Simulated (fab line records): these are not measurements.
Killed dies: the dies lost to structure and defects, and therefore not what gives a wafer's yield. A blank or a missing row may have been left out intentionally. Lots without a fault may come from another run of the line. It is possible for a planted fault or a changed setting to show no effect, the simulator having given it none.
Chamber matching | flow n5 finfet | ald metal-02 running N5_HKMG_FIN_ALD_21: 4 sister chambers
The step deposits TiN, target thk 1.5 nm, pulse time 1 s, purge time 3 s. 20 wafers are shown with their chamber, then 10 later ones without.

## WAFERS PAIRED WITH THEIR CHAMBERS
wafer  | chamber | heater power w (W) | heater power outer w (W) | precursor pulse height rel
L082.1 | 3       | 807                | 489                      | 0.973
L082.3 | 2       | 796                | 516                      | 0.980
L082.5 | 2       | 804                | 502                      | 1.035
L084.1 | 1       | 960                | 584                      | 0.986
L084.3 | 0       | 810                | 538                      | 1.020
L084.4 | 2       | 808                | 502                      | 0.972
L085.1 | 3       | 794                | 502                      | 0.993
L085.2 | 1       | 965                | 590                      | 0.977
L085.6 | 1       | 976                | 559                      | 0.979
L087.1 | 3       | 816                | 491                      | 1.000
L087.2 | 0       | 851                | 559                      | 0.985
L087.3 | 1       | 930                | 585                      | 1.023
L088.3 | 0       | 800                | 536                      | 1.031
L088.5 | 3       | 819                | 496                      | 0.995
L088.6 | 0       | 817                | 538                      | 1.015
L089.1 | 0       | 849                | 542                      | 0.950
L089.2 | 2       | 781                | 505                      | 0.984
L089.5 | 3       | 825                | 486                      | 0.979
L090.2 | 1       | 951                | 580                      | 1.030
L090.4 | 3       | 825                | 499                      | 0.992

SIGNATURES, as means of the wafers listed above
reading                    | chamber 0 | chamber 1 | chamber 2 | chamber 3 | scatter within a chamber
heater power w             | 825.40    | 956.40    | 797.25    | 814.33    | 16.8
heater power outer w       | 542.60    | 579.60    | 506.25    | 493.83    | 8.87
precursor pulse height rel | 1.00020   | 0.99900   | 0.99275   | 0.98867   | 0.0249
Rule: a wafer's distance from a chamber is the root of the sum, over the readings, of the square of ((its reading less the chamber's mean) divided by the reading's scatter). The wafer belongs to the nearest chamber; if the next one is less than 2 further off, it can't be placed. How the scatter is found: for the shown wafers, subtract from each reading the mean of its chamber, square and add these, divide the total by (wafers less chambers), then take the root.

## WAFERS MISSING THEIR CHAMBER
wafer  | heater power w (W) | heater power outer w (W) | precursor pulse height rel
L090.6 | 803                | 501                      | 1.000
L092.1 | 814                | 494                      | 0.991
L092.2 | 797                | 515                      | 1.013
L092.3 | 946                | 575                      | 1.008
L093.1 | 797                | 502                      | 0.989
L093.2 | 990                | 570                      | 0.960
L093.3 | 828                | 542                      | 0.994
L096.2 | 817                | 499                      | 1.012
L096.3 | 841                | 515                      | 1.010
L096.6 | 839                | 479                      | 0.993

## EACH ONE'S CHAMBER
wafer  | from the rows above          | in truth
L090.6 | can't be placed: 2 or 3      | 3
L092.1 | can't be placed: 3 or 2      | 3
L092.2 | can't be placed: 2 or 3      | 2
L092.3 | 1                            | 1
L093.1 | can't be placed: 2 or 3      | 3
L093.2 | 1                            | 1
L093.3 | 0                            | 0
L096.2 | can't be placed: 3 or 2      | 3
L096.3 | can't be placed: 2 or 3 or 0 | 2
L096.6 | can't be placed: 3 or 2      | 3
Correctly placed: 3 of 10. Unplaceable from these rows: 7, with the true chamber sitting among the candidates in 7. Number placed wrongly: 0.
